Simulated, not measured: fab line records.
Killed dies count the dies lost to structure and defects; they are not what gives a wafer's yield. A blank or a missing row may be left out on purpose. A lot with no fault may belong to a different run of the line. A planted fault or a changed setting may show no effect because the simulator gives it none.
Which tool was responsible? + flow n5_finfet + 66 wafers from 22 lots sampled at 6 of the route's 1938 steps

WHAT EACH GAUGE READ, for each wafer
No reading from a measuring or inspecting step in the record can be judged against a usual standard deviation.

WHAT TOOL EACH LOT RAN ON (gives the tool, then ch and the chambers of the sampled wafers, and finally the start)
| lot  | N5_MOL_CONTACT_COAG_CMP_23   | N5_MOL_CONTACT_COAG_DESCUM_88      | N5_MOL_CONTACT_COAG_ETCHBACK_134   | N5_MOL_CONTACT_COAG_VIA_ETCH_117   | N5_MOL_CONTACT_COAG_CMP_52    | N5_BEOL_M0_SAQP_PECVD_00       |
|------|------------------------------|------------------------------------|------------------------------------|------------------------------------|-------------------------------|--------------------------------|
| L074 | cmp-03 ch 0,2, day 4 21:53   | rie_diel-06 ch 0,1, day 5 05:13    | rie_diel-06 ch 0,3, day 5 07:07    | rie_diel-06 ch 0,3, day 5 07:17    | cmp-04 ch 1,3, day 5 08:07    | pecvd-02 ch 0,2, day 5 13:14   |
| L075 | cmp-02 ch 0,1,3, day 5 00:46 | rie_diel-06 ch 0,1,3, day 5 07:01  | rie_diel-06 ch 0,2,3, day 5 08:35  | rie_diel-06 ch 0,2,3, day 5 08:44  | cmp-02 ch 1,2,3, day 5 09:35  | pecvd-03 ch 1,2, day 5 13:14   |
| L076 | cmp-02 ch 0,1,3, day 5 10:33 | rie_diel-06 ch 1,2, day 5 14:21    | rie_diel-06 ch 1,2,3, day 5 16:19  | rie_diel-06 ch 1,2,3, day 5 16:28  | cmp-02 ch 0,1, day 5 17:19    | pecvd-03 ch 1,2, day 5 20:57   |
| L077 | cmp-02 ch 0,2,3, day 5 18:10 | rie_diel-06 ch 0,1,3, day 5 22:41  | rie_diel-02 ch 0,1,3, day 6 00:22  | rie_diel-02 ch 0,1,3, day 6 00:31  | cmp-02 ch 0,2,3, day 6 01:20  | pecvd-01 ch 0,1,2, day 6 05:01 |
| L078 | cmp-02 ch 1,2,3, day 5 19:05 | rie_diel-03 ch 2,3, day 5 23:08    | rie_diel-06 ch 0,2, day 6 00:53    | rie_diel-06 ch 0,2, day 6 01:03    | cmp-03 ch 0,3, day 6 01:51    | pecvd-03 ch 0,1,2, day 6 08:01 |
| L079 | cmp-02 ch 0,2,3, day 6 00:50 | rie_diel-06 ch 0,1,2, day 6 04:32  | rie_diel-02 ch 0,1, day 6 06:13    | rie_diel-02 ch 0,1, day 6 06:22    | cmp-04 ch 0,2,3, day 6 07:11  | pecvd-03 ch 0,1, day 6 11:01   |
| L080 | cmp-04 ch 0,1, day 6 12:07   | rie_diel-03 ch 0,2,3, day 6 16:01  | rie_diel-02 ch 1,2, day 6 17:54    | rie_diel-02 ch 1,2, day 6 18:04    | cmp-03 ch 1,2,3, day 6 18:52  | pecvd-02 ch 0,2, day 6 22:32   |
| L081 | cmp-03 ch 1,2,3, day 6 16:05 | rie_diel-02 ch 0,2, day 6 19:53    | rie_diel-06 ch 0,1,2, day 6 21:42  | rie_diel-06 ch 0,1,2, day 6 21:52  | cmp-04 ch 1,3, day 6 22:43    | pecvd-02 ch 0,1,2, day 7 06:14 |
| L082 | cmp-02 ch 0,1,2, day 6 20:49 | rie_diel-02 ch 0,1,2, day 7 00:28  | rie_diel-02 ch 1,2, day 7 02:24    | rie_diel-02 ch 2,3, day 7 02:33    | cmp-03 ch 0,2,3, day 7 03:22  | pecvd-01 ch 0,2, day 7 09:14   |
| L083 | cmp-02 ch 1,3, day 7 00:38   | rie_diel-03 ch 0,2, day 7 04:46    | rie_diel-02 ch 2,3, day 7 06:51    | rie_diel-02 ch 2,3, day 7 07:01    | cmp-02 ch 1,3, day 7 08:11    | pecvd-03 ch 0,1, day 7 12:14   |
| L084 | cmp-04 ch 0,3, day 7 13:38   | rie_diel-06 ch 0,2,3, day 7 18:02  | rie_diel-06 ch 0,3, day 7 19:46    | rie_diel-06 ch 0,3, day 7 19:55    | cmp-03 ch 0,2,3, day 7 20:46  | pecvd-02 ch 1,2, day 8 00:25   |
| L085 | cmp-04 ch 0,1,3, day 7 14:10 | rie_diel-03 ch 0,1,3, day 7 18:24  | rie_diel-06 ch 1,2,3, day 7 20:10  | rie_diel-06 ch 1,2,3, day 7 20:20  | cmp-04 ch 0,1,3, day 7 21:08  | pecvd-02 ch 0,1,2, day 8 03:26 |
| L086 | cmp-04 ch 0,1,3, day 8 02:13 | rie_diel-06 ch 0,1,3, day 8 06:04  | rie_diel-02 ch 0,1, day 8 08:04    | rie_diel-02 ch 0,1, day 8 08:13    | cmp-04 ch 1,2, day 8 09:01    | pecvd-01 ch 0,1, day 8 12:43   |
| L087 | cmp-04 ch 1,2, day 8 06:59   | rie_diel-02 ch 1,2,3, day 8 11:32  | rie_diel-03 ch 1,3, day 8 13:44    | rie_diel-03 ch 1,3, day 8 13:53    | cmp-03 ch 0,3, day 8 14:41    | pecvd-02 ch 0,1,2, day 8 18:22 |
| L088 | cmp-02 ch 0,1, day 8 10:22   | rie_diel-02 ch 1,2,3, day 8 15:14  | rie_diel-03 ch 0,1,2, day 8 17:58  | rie_diel-03 ch 0,1,2, day 8 18:07  | cmp-04 ch 0,2,3, day 8 18:56  | pecvd-01 ch 0,2, day 8 22:37   |
| L089 | cmp-02 ch 1,3, day 8 14:18   | rie_diel-03 ch 0,1,3, day 8 18:18  | rie_diel-02 ch 0,1,2, day 8 20:19  | rie_diel-02 ch 0,1,2, day 8 20:29  | cmp-02 ch 0,1,2, day 8 21:22  | pecvd-01 ch 0,2, day 9 01:38   |
| L090 | cmp-03 ch 0,2,3, day 8 20:54 | rie_diel-03 ch 0,1, day 9 01:05    | rie_diel-03 ch 2,3, day 9 02:38    | rie_diel-03 ch 2,3, day 9 02:47    | cmp-04 ch 0,1,3, day 9 03:41  | pecvd-01 ch 0,1,2, day 9 07:17 |
| L091 | cmp-02 ch 0,1,2, day 9 04:28 | rie_diel-03 ch 0,3, day 9 08:08    | rie_diel-03 ch 2,3, day 9 09:49    | rie_diel-03 ch 2,3, day 9 09:59    | cmp-03 ch 0,1, day 9 10:47    | pecvd-01 ch 0,2, day 9 14:28   |
| L092 | cmp-02 ch 1,2,3, day 9 09:15 | rie_diel-06 ch 1,2,3, day 9 13:16  | rie_diel-06 ch 0,2,3, day 9 14:52  | rie_diel-06 ch 0,2,3, day 9 15:01  | cmp-04 ch 0,1,2, day 9 15:52  | pecvd-01 ch 0,1, day 9 19:33   |
| L093 | cmp-04 ch 0,1,2, day 9 15:16 | rie_diel-06 ch 1,2, day 9 18:58    | rie_diel-03 ch 0,3, day 9 20:38    | rie_diel-03 ch 0,3, day 9 20:48    | cmp-02 ch 1,2,3, day 9 21:38  | pecvd-01 ch 1,2, day 10 01:17  |
| L094 | cmp-03 ch 0,2,3, day 9 18:05 | rie_diel-03 ch 0,1,2, day 9 21:46  | rie_diel-06 ch 0,1,3, day 9 23:32  | rie_diel-06 ch 0,1,3, day 9 23:41  | cmp-03 ch 0,2,3, day 10 00:31 | pecvd-03 ch 0,1, day 10 04:17  |
| L097 | cmp-04 ch 0,3, day 10 14:49  | rie_diel-02 ch 0,1,2, day 10 18:41 | rie_diel-06 ch 1,2,3, day 10 20:41 | rie_diel-06 ch 1,2,3, day 10 20:51 | cmp-03 ch 2,3, day 10 21:40   | pecvd-01 ch 0,2, day 11 01:21  |
- N5_MOL_CONTACT_COAG_CMP_23: polishes, stops on SiO2, t overpolish 1.5 s, target thk 0 nm.
- N5_MOL_CONTACT_COAG_DESCUM_88: chemistry O2, time 7 s.
- N5_MOL_CONTACT_COAG_ETCHBACK_134: etches SiO2 in CHF3, target depth 10 nm, time 6.7 s.
- N5_MOL_CONTACT_COAG_VIA_ETCH_117: etches SiO2 in C4F6/O2, target depth 40 nm, overetch 8 nm, time 26 s.
- N5_MOL_CONTACT_COAG_CMP_52: polishes, stops on SiO2, t overpolish 1.5 s, target thk 66.5 nm.
- N5_BEOL_M0_SAQP_PECVD_00: deposits SiCN from 3MS/NH3, target thk 8 nm, time 14 s.

WHAT THE TOOLS THEMSELVES READ (means of the sampled wafers that have a number; where no wafer has one, the mark that the record gives instead)
N5_MOL_CONTACT_COAG_CMP_23. Usual: motor_current_A 8.0 A, standard deviation 0.83; overpolish_run_s 1.500 s, standard deviation 0.0088; pad_life_wafers 1194, standard deviation 760; time_to_endpoint_s 9.6 s, standard deviation 2.4.
| lot  | tool   | motor_current_A (A) | overpolish_run_s (s) | pad_life_wafers | time_to_endpoint_s (s) | flag |
|------|--------|---------------------|----------------------|-----------------|------------------------|------|
| L074 | cmp-03 | 8.6                 | 1.492                | 1105            | 7.3                    |      |
| L075 | cmp-02 | 7.7                 | 1.513                | 1706            | 9.2                    |      |
| L076 | cmp-02 | 7.7                 | 1.495                | 1784            | 7.7                    |      |
| L077 | cmp-02 | 8.0                 | 1.501                | 1850            | 11.7                   |      |
| L078 | cmp-02 | 8.0                 | 1.497                | 1862            | 10.9                   |      |
| L079 | cmp-02 | 7.7                 | 1.500                | 1916            | 8.9                    |      |
| L080 | cmp-04 | 7.5                 | 1.490                | 1310            | 9.3                    |      |
| L081 | cmp-03 | 9.6                 | 1.504                | 1418            | 8.7                    |      |
| L082 | cmp-02 | 8.1                 | 1.514                | 2               | 12.1                   |      |
| L083 | cmp-02 | 7.9                 | 1.500                | 49              | 8.7                    |      |
| L084 | cmp-04 | 6.9                 | 1.503                | 1526            | 7.7                    |      |
| L085 | cmp-04 | 7.1                 | 1.500                | 1531            | 8.7                    |      |
| L086 | cmp-04 | 7.2                 | 1.509                | 1658            | 7.9                    |      |
| L087 | cmp-04 | 7.9                 | 1.503                | 1712            | 5.4                    |      |
| L088 | cmp-02 | 8.1                 | 1.504                | 222             | 12.5                   |      |
| L089 | cmp-02 | 7.6                 | 1.505                | 271             | 8.5                    |      |
| L090 | cmp-03 | 8.9                 | 1.496                | 1837            | 8.3                    |      |
| L091 | cmp-02 | 8.0                 | 1.500                | 380             | 10.5                   |      |
| L092 | cmp-02 | 7.9                 | 1.505                | 422             | 9.3                    |      |
| L093 | cmp-04 | 7.7                 | 1.495                | 1964            | 13.0                   |      |
| L094 | cmp-03 | 8.8                 | 1.502                | 2000            | 8.0                    |      |
| L097 | cmp-04 | 6.8                 | 1.498                | 6               | 8.8                    |      |

N5_MOL_CONTACT_COAG_DESCUM_88. Usual: drypump_motor_current_A 5.7 A, standard deviation 0.32; o2_flow_sccm 225.0 sccm, standard deviation 0.78; oes_product_au 0.75 a.u., standard deviation 0.06; rf_vpp_V 243.2 V, standard deviation 1.6; showerhead_plenum_p_Torr 2.09 Torr, standard deviation 0.083; throttle_valve_pct 20.48 %, standard deviation 0.22.
| lot  | tool        | drypump_motor_current_A (A) | o2_flow_sccm (sccm) | oes_product_au (a.u.) | rf_vpp_V (V) | showerhead_plenum_p_Torr (Torr) | throttle_valve_pct (%) | flag |
|------|-------------|-----------------------------|---------------------|-----------------------|--------------|---------------------------------|------------------------|------|
| L074 | rie_diel-06 | 5.7                         | 225.0               | 0.76                  | 244.2        | 2.15                            | 20.58                  |      |
| L075 | rie_diel-06 | 5.5                         | 225.3               | 0.76                  | 243.5        | 2.09                            | 20.49                  |      |
| L076 | rie_diel-06 | 6.0                         | 224.4               | 0.74                  | 240.9        | 2.01                            | 20.68                  |      |
| L077 | rie_diel-06 | 5.5                         | 224.4               | 0.75                  | 242.8        | 2.09                            | 20.49                  |      |
| L078 | rie_diel-03 | 6.0                         | 225.0               | 0.83                  | 244.5        | 2.19                            | 20.36                  |      |
| L079 | rie_diel-06 | 5.8                         | 225.1               | 0.74                  | 243.3        | 2.08                            | 20.63                  |      |
| L080 | rie_diel-03 | 5.9                         | 224.8               | 0.80                  | 242.4        | 2.11                            | 20.33                  |      |
| L081 | rie_diel-02 | 5.5                         | 224.3               | 0.71                  | 242.8        | 2.08                            | 20.34                  |      |
| L082 | rie_diel-02 | 5.6                         | 224.6               | 0.72                  | 243.9        | 2.10                            | 20.43                  |      |
| L083 | rie_diel-03 | 5.9                         | 225.5               | 0.73                  | 243.2        | 2.05                            | 20.26                  |      |
| L084 | rie_diel-06 | 5.8                         | 224.6               | 0.72                  | 242.3        | 2.05                            | 20.46                  |      |
| L085 | rie_diel-03 | 5.6                         | 225.1               | 0.78                  | 244.0        | 2.13                            | 20.39                  |      |
| L086 | rie_diel-06 | 5.5                         | 225.0               | 0.74                  | 242.9        | 2.08                            | 20.51                  |      |
| L087 | rie_diel-02 | 5.6                         | 224.8               | 0.72                  | 242.4        | 2.09                            | 20.60                  |      |
| L088 | rie_diel-02 | 5.6                         | 224.9               | 0.72                  | 242.6        | 2.09                            | 20.60                  |      |
| L089 | rie_diel-03 | 5.6                         | 224.6               | 0.77                  | 243.9        | 2.13                            | 20.42                  |      |
| L090 | rie_diel-03 | 5.4                         | 225.1               | 0.72                  | 243.5        | 2.10                            | 20.40                  |      |
| L091 | rie_diel-03 | 5.8                         | 225.3               | 0.83                  | 243.5        | 2.16                            | 20.43                  |      |
| L092 | rie_diel-06 | 5.6                         | 224.7               | 0.81                  | 243.2        | 2.10                            | 20.41                  |      |
| L093 | rie_diel-06 | 6.0                         | 224.4               | 0.89                  | 245.1        | 2.18                            | 20.37                  |      |
| L094 | rie_diel-03 | 5.6                         | 224.4               | 0.71                  | 242.3        | 2.07                            | 20.35                  |      |
| L097 | rie_diel-02 | 5.6                         | 224.4               | 0.69                  | 244.1        | 2.09                            | 20.48                  |      |

N5_MOL_CONTACT_COAG_ETCHBACK_134. Usual: drypump_motor_current_A 5.7 A, standard deviation 0.34; oes_product_au 0.74 a.u., standard deviation 0.057; rf_vpp_V 522 V, standard deviation 10; showerhead_plenum_p_Torr 2.38 Torr, standard deviation 0.083; throttle_valve_pct 18.77 %, standard deviation 0.22.
| lot  | tool        | drypump_motor_current_A (A) | oes_product_au (a.u.) | rf_vpp_V (V) | showerhead_plenum_p_Torr (Torr) | throttle_valve_pct (%) | flag |
|------|-------------|-----------------------------|-----------------------|--------------|---------------------------------|------------------------|------|
| L074 | rie_diel-06 | 5.4                         | 0.75                  | 516          | 2.35                            | 18.55                  |      |
| L075 | rie_diel-06 | 5.8                         | 0.74                  | 515          | 2.34                            | 18.74                  |      |
| L076 | rie_diel-06 | 5.7                         | 0.74                  | 526          | 2.31                            | 18.83                  |      |
| L077 | rie_diel-02 | 5.7                         | 0.73                  | 526          | 2.39                            | 18.89                  |      |
| L078 | rie_diel-06 | 6.0                         | 0.73                  | 517          | 2.40                            | 18.87                  |      |
| L079 | rie_diel-02 | 5.7                         | 0.71                  | 527          | 2.39                            | 18.71                  |      |
| L080 | rie_diel-02 | 5.7                         | 0.73                  | 529          | 2.42                            | 18.82                  |      |
| L081 | rie_diel-06 | 5.8                         | 0.73                  | 526          | 2.37                            | 18.98                  |      |
| L082 | rie_diel-02 | 5.5                         | 0.72                  | 529          | 2.39                            | 18.75                  |      |
| L083 | rie_diel-02 | 5.5                         | 0.73                  | 524          | 2.36                            | 18.85                  |      |
| L084 | rie_diel-06 | 5.4                         | 0.74                  | 517          | 2.34                            | 18.59                  |      |
| L085 | rie_diel-06 | 5.6                         | 0.73                  | 524          | 2.30                            | 18.87                  |      |
| L086 | rie_diel-02 | 5.7                         | 0.70                  | 526          | 2.38                            | 18.74                  |      |
| L087 | rie_diel-03 | 5.7                         | 0.80                  | 520          | 2.48                            | 18.56                  |      |
| L088 | rie_diel-03 | 5.7                         | 0.73                  | 513          | 2.36                            | 18.68                  |      |
| L089 | rie_diel-02 | 5.6                         | 0.70                  | 527          | 2.38                            | 18.76                  |      |
| L090 | rie_diel-03 | 6.0                         | 0.75                  | 517          | 2.40                            | 18.56                  |      |
| L091 | rie_diel-03 | 6.0                         | 0.75                  | 517          | 2.40                            | 18.57                  |      |
| L092 | rie_diel-06 | 5.8                         | 0.80                  | 518          | 2.42                            | 18.64                  |      |
| L093 | rie_diel-03 | 5.7                         | 0.79                  | 522          | 2.35                            | 18.68                  |      |
| L094 | rie_diel-06 | 5.5                         | 0.72                  | 527          | 2.37                            | 18.83                  |      |
| L097 | rie_diel-06 | 5.6                         | 0.79                  | 527          | 2.39                            | 18.73                  |      |

N5_MOL_CONTACT_COAG_VIA_ETCH_117. Usual: drypump_motor_current_A 5.7 A, standard deviation 0.34; oes_product_au 0.67 a.u., standard deviation 0.05; rf_vpp_V 1581 V, standard deviation 28; showerhead_plenum_p_Torr 2.84 Torr, standard deviation 0.099; throttle_valve_pct 41.0 %, standard deviation 0.43.
| lot  | tool        | drypump_motor_current_A (A) | oes_product_au (a.u.) | rf_vpp_V (V) | showerhead_plenum_p_Torr (Torr) | throttle_valve_pct (%) | flag |
|------|-------------|-----------------------------|-----------------------|--------------|---------------------------------|------------------------|------|
| L074 | rie_diel-06 | 5.4                         | 0.67                  | 1566         | 2.80                            | 40.8                   |      |
| L075 | rie_diel-06 | 5.8                         | 0.66                  | 1564         | 2.80                            | 41.2                   |      |
| L076 | rie_diel-06 | 5.6                         | 0.66                  | 1589         | 2.75                            | 41.3                   |      |
| L077 | rie_diel-02 | 5.7                         | 0.66                  | 1592         | 2.85                            | 40.9                   |      |
| L078 | rie_diel-06 | 6.0                         | 0.66                  | 1567         | 2.88                            | 41.5                   |      |
| L079 | rie_diel-02 | 5.7                         | 0.65                  | 1594         | 2.85                            | 40.7                   |      |
| L080 | rie_diel-02 | 5.7                         | 0.66                  | 1603         | 2.88                            | 41.0                   |      |
| L081 | rie_diel-06 | 5.8                         | 0.66                  | 1592         | 2.83                            | 41.6                   |      |
| L082 | rie_diel-02 | 5.5                         | 0.65                  | 1581         | 2.82                            | 41.0                   |      |
| L083 | rie_diel-02 | 5.5                         | 0.65                  | 1587         | 2.81                            | 40.9                   |      |
| L084 | rie_diel-06 | 5.4                         | 0.66                  | 1564         | 2.79                            | 40.8                   |      |
| L085 | rie_diel-06 | 5.6                         | 0.65                  | 1588         | 2.75                            | 41.3                   |      |
| L086 | rie_diel-02 | 5.7                         | 0.64                  | 1595         | 2.84                            | 40.7                   |      |
| L087 | rie_diel-03 | 5.7                         | 0.72                  | 1579         | 2.96                            | 40.7                   |      |
| L088 | rie_diel-03 | 5.7                         | 0.65                  | 1554         | 2.82                            | 40.9                   |      |
| L089 | rie_diel-02 | 5.6                         | 0.64                  | 1595         | 2.84                            | 40.8                   |      |
| L090 | rie_diel-03 | 6.0                         | 0.68                  | 1570         | 2.87                            | 40.7                   |      |
| L091 | rie_diel-03 | 6.0                         | 0.67                  | 1569         | 2.87                            | 40.7                   |      |
| L092 | rie_diel-06 | 5.8                         | 0.72                  | 1572         | 2.89                            | 40.8                   |      |
| L093 | rie_diel-03 | 5.7                         | 0.71                  | 1581         | 2.80                            | 40.9                   |      |
| L094 | rie_diel-06 | 5.5                         | 0.65                  | 1592         | 2.82                            | 41.2                   |      |
| L097 | rie_diel-06 | 5.6                         | 0.71                  | 1596         | 2.85                            | 41.0                   |      |

N5_MOL_CONTACT_COAG_CMP_52. Usual: motor_current_A 12.2 A, standard deviation 1.3; overpolish_run_s 1.500 s, standard deviation 0.0083; pad_life_wafers 1328, standard deviation 640; time_to_endpoint_s 13.3 s, standard deviation 2.4.
| lot  | tool   | motor_current_A (A) | overpolish_run_s (s) | pad_life_wafers | time_to_endpoint_s (s) | flag |
|------|--------|---------------------|----------------------|-----------------|------------------------|------|
| L074 | cmp-04 | 10.2                | 1.501                | 1082            | 9.4                    |      |
| L075 | cmp-02 | 12.0                | 1.500                | 1772            | 12.7                   |      |
| L076 | cmp-02 | 12.2                | 1.501                | 1844            | 15.3                   |      |
| L077 | cmp-02 | 12.1                | 1.493                | 1921            | 15.9                   |      |
| L078 | cmp-03 | 13.1                | 1.494                | 1322            | 13.6                   |      |
| L079 | cmp-04 | 11.0                | 1.496                | 1273            | 14.3                   |      |
| L080 | cmp-03 | 13.6                | 1.496                | 1448            | 11.6                   |      |
| L081 | cmp-04 | 10.6                | 1.497                | 1406            | 11.1                   |      |
| L082 | cmp-03 | 13.7                | 1.498                | 1525            | 10.4                   |      |
| L083 | cmp-02 | 11.3                | 1.502                | 115             | 13.2                   |      |
| L084 | cmp-03 | 12.9                | 1.508                | 1682            | 12.9                   |      |
| L085 | cmp-04 | 10.9                | 1.499                | 1609            | 13.1                   |      |
| L086 | cmp-04 | 11.9                | 1.495                | 1728            | 11.3                   |      |
| L087 | cmp-03 | 12.7                | 1.498                | 1806            | 12.0                   |      |
| L088 | cmp-04 | 11.2                | 1.510                | 1813            | 13.0                   |      |
| L089 | cmp-02 | 12.0                | 1.500                | 326             | 15.1                   |      |
| L090 | cmp-04 | 11.0                | 1.495                | 1874            | 11.0                   |      |
| L091 | cmp-03 | 13.2                | 1.505                | 1958            | 15.7                   |      |
| L092 | cmp-04 | 12.1                | 1.499                | 1975            | 14.0                   |      |
| L093 | cmp-02 | 12.0                | 1.494                | 524             | 14.2                   |      |
| L094 | cmp-03 | 13.2                | 1.495                | 2035            | 13.2                   |      |
| L097 | cmp-03 | 13.6                | 1.497                | 126             | 10.1                   |      |

N5_BEOL_M0_SAQP_PECVD_00. Usual: showerhead_plenum_p_Torr 3.667 Torr, standard deviation 0.011; throttle_valve_pct 9.1 %, standard deviation 0.42.
| lot  | tool     | showerhead_plenum_p_Torr (Torr) | throttle_valve_pct (%) | flag |
|------|----------|---------------------------------|------------------------|------|
| L074 | pecvd-02 | 3.681                           | 8.6                    |      |
| L075 | pecvd-03 | 3.663                           | 9.1                    |      |
| L076 | pecvd-03 | 3.664                           | 9.1                    |      |
| L077 | pecvd-01 | 3.662                           | 9.0                    |      |
| L078 | pecvd-03 | 3.666                           | 9.0                    |      |
| L079 | pecvd-03 | 3.673                           | 9.6                    |      |
| L080 | pecvd-02 | 3.685                           | 8.8                    |      |
| L081 | pecvd-02 | 3.676                           | 9.0                    |      |
| L082 | pecvd-01 | 3.662                           | 9.3                    |      |
| L083 | pecvd-03 | 3.666                           | 9.6                    |      |
| L084 | pecvd-02 | 3.668                           | 9.5                    |      |
| L085 | pecvd-02 | 3.677                           | 9.2                    |      |
| L086 | pecvd-01 | 3.657                           | 9.4                    |      |
| L087 | pecvd-02 | 3.674                           | 9.1                    |      |
| L088 | pecvd-01 | 3.663                           | 9.2                    |      |
| L089 | pecvd-01 | 3.655                           | 9.4                    |      |
| L090 | pecvd-01 | 3.665                           | 9.0                    |      |
| L091 | pecvd-01 | 3.667                           | 9.1                    |      |
| L092 | pecvd-01 | 3.661                           | 9.4                    |      |
| L093 | pecvd-01 | 3.663                           | 8.8                    |      |
| L094 | pecvd-03 | 3.670                           | 9.6                    |      |
| L097 | pecvd-01 | 3.662                           | 9.4                    |      |

THE ANSWER, worked out from the rows above alone
Rule: a lot counts as off when the mean over its wafers that have a number is more than 3 standard deviations away from the usual mean. Also off: a lot with no number at a reading for which 4 or more lots have one. The other lots that the step has rows for count as sound. First the gauges in route order, then the tools' own readings, where a lot's mean is used as printed above. The first step at which some lot is off is used, and at that step the reading that is off furthest; a lot without a number counts as furthest.
No lot is off at any reading shown: from this, nothing can be told.

WHAT THE SIMULATOR HAD PUT IN
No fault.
